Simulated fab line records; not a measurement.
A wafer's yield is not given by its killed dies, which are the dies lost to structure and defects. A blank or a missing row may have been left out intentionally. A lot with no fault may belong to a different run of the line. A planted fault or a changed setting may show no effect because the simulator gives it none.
Lot-split experiment + flow n5 finfet + 7 lots, 21 wafers read, on a route of 1938 steps

== ABOUT THE SPLIT ==
At N5_BEOL_M12_TRENCH_ETCH_34 (etches SiOC in C4F8/O2/Ar, target depth 318.95 nm, time 125.5 s), the setting time s was moved away from the recipe's 125.5 s on 8 of the 21 wafers read, by -16.5% to +22.1%. All remaining wafers had this setting at the recipe value.

== FROM THE SPLIT TO THE READING: what the file shows between them, 7 steps ==
- N5_BEOL_M12_STRIP_70: strips in C4F8/O2/Ar
- N5_BEOL_M12_OCD_MEAS_35
- N5_BEOL_M12_SPUTTER_45: material Cu, target thk 80 nm, time 13.33 s (also split here: time s)
- N5_BEOL_M12_ECD_47: material Cu, target thk 720 nm
- N5_BEOL_M12_ANNEAL_48: time 90 s
- N5_BEOL_M12_PRE_CLEAN_52: time 15 s
- N5_BEOL_M12_DEP_53: deposits SiCN from 3MS/NH3, target thk 30 nm, time 10.5 s

== THE READING ==
Measured at N5_BEOL_M12_RS_MEAS_54 by four-point probe: M12_RS, in ohm/sq. Fault-free wafers of this fab line usually give 0.0601 ohm/sq, standard deviation 0.0012 ohm/sq.

| wafer  | tool, chamber at the split | time s as run, s | against the recipe | M12_RS, ohm/sq | against lot-mates on the recipe |
|--------|----------------------------|------------------|--------------------|----------------|---------------------------------|
| L077.3 | rie diel-05, 2             | 125.5            | recipe             | 0.0601         | -                               |
| L077.5 | rie diel-05, 1             | 125.5            | recipe             | 0.0622         | -                               |
| L077.6 | rie diel-05, 0             | 125.5            | recipe             | 0.0601         | -                               |
| L079.1 | rie diel-05, 2             | 108.5            | -13.5%             | 0.0708         | +0.0093                         |
| L079.2 | rie diel-05, 0             | 125.5            | recipe             | 0.0615         | -                               |
| L079.4 | rie diel-05, 1             | 108.5            | -13.5%             | 0.0730         | +0.0115                         |
| L084.2 | rie diel-01, 0             | 125.5            | recipe             | 0.0589         | -                               |
| L084.4 | rie diel-01, 3             | 125.5            | recipe             | 0.0605         | -                               |
| L084.6 | rie diel-01, 0             | 125.5            | recipe             | 0.0584         | -                               |
| L087.1 | rie diel-01, 0             | 125.5            | recipe             | 0.0586         | -                               |
| L087.4 | rie diel-01, 3             | 104.8            | -16.5%             | 0.0718         | +0.0132                         |
| L087.6 | rie diel-01, 3             | 104.8            | -16.5%             | 0.0727         | +0.0141                         |
| L089.1 | rie diel-01, 3             | 153.2            | +22.1%             | 0.0484         | -0.0120                         |
| L089.4 | rie diel-01, 2             | 125.5            | recipe             | 0.0604         | -                               |
| L089.5 | rie diel-01, 1             | 153.2            | +22.1%             | 0.0477         | -0.0127                         |
| L091.3 | rie diel-05, 1             | 115.4            | -8.0%              | 0.0643         | +0.0032                         |
| L091.4 | rie diel-05, 0             | 115.4            | -8.0%              | 0.0655         | +0.0044                         |
| L091.6 | rie diel-05, 3             | 125.5            | recipe             | 0.0611         | -                               |
| L097.2 | rie diel-02, 1             | 125.5            | recipe             | 0.0610         | -                               |
| L097.4 | rie diel-02, 0             | 125.5            | recipe             | 0.0581         | -                               |
| L097.6 | rie diel-02, 1             | 125.5            | recipe             | 0.0602         | -                               |

THE FIT
A straight line over all 21 wafers: M12_RS changes by -0.000651 ohm/sq for each +1% of time s; r = -0.97; the points scatter about the line by 0.0016 ohm/sq.
The same after taking each lot's own level away (the mean of its wafers on the recipe; 21 wafers): -0.000657 ohm/sq for each +1%; r = -0.98; scatter 0.0015 ohm/sq.
The reading moves by 0.014 ohm/sq for the largest change in time s, on that fit.
Across the lots, their own levels run from 0.05860 to 0.06150 ohm/sq, a range of 2.4 times the standard deviation given above.
So the lot-to-lot level changes the slope little: the two slopes agree.
Check: with one of the wafers moved furthest among these (+22.1%) left out of the fit, the line predicts -0.015 ohm/sq for it against its lot-mates. Against them it came out at -0.012 ohm/sq.

== OTHER SPLITS ON THESE WAFERS ==
Before the reading, these wafers also passed through other splits. Each is held against what the fit with the lots' levels taken away leaves over:
| other split on the same wafers | wafers away from the commonest value | r with M12_RS (lot level and that fit taken away) |
|--------------------------------|--------------------------------------|---------------------------------------------------|
| N5_BEOL_M12_COAT_22 spin rpm   | 6                                    | +0.14                                             |
| N5_BEOL_M12_SPUTTER_45 time s  | 9                                    | -0.48                                             |

== THE WHOLE CHAIN: every reading that the file lists as answering this split, in the file's order ==
| step                       | what it does                                                    | reading                                                        | change (the file's fit)               | r (the file's) |
|----------------------------|-----------------------------------------------------------------|----------------------------------------------------------------|---------------------------------------|----------------|
| N5_BEOL_M12_TRENCH_ETCH_34 | etches SiOC in C4F8/O2/Ar, target depth 318.95 nm, time 125.5 s | etch.depth nm (the simulator's own value, which no gauge read) | +3.43 nm for each +1% of the setting  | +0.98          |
| N5_BEOL_M12_OCD_MEAS_35    |                                                                 | trench depth nm                                                | +3.43 nm for each +1% of the setting  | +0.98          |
| N5_BEOL_M12_RS_MEAS_54     | measures by four-point-probe                                    | M12_RS                                                         | -0.000665 for each +1% of the setting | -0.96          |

== THE FILE'S OWN FIT ==
M12_RS changes by -0.000665 ohm/sq for each +1% of time s, r = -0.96.
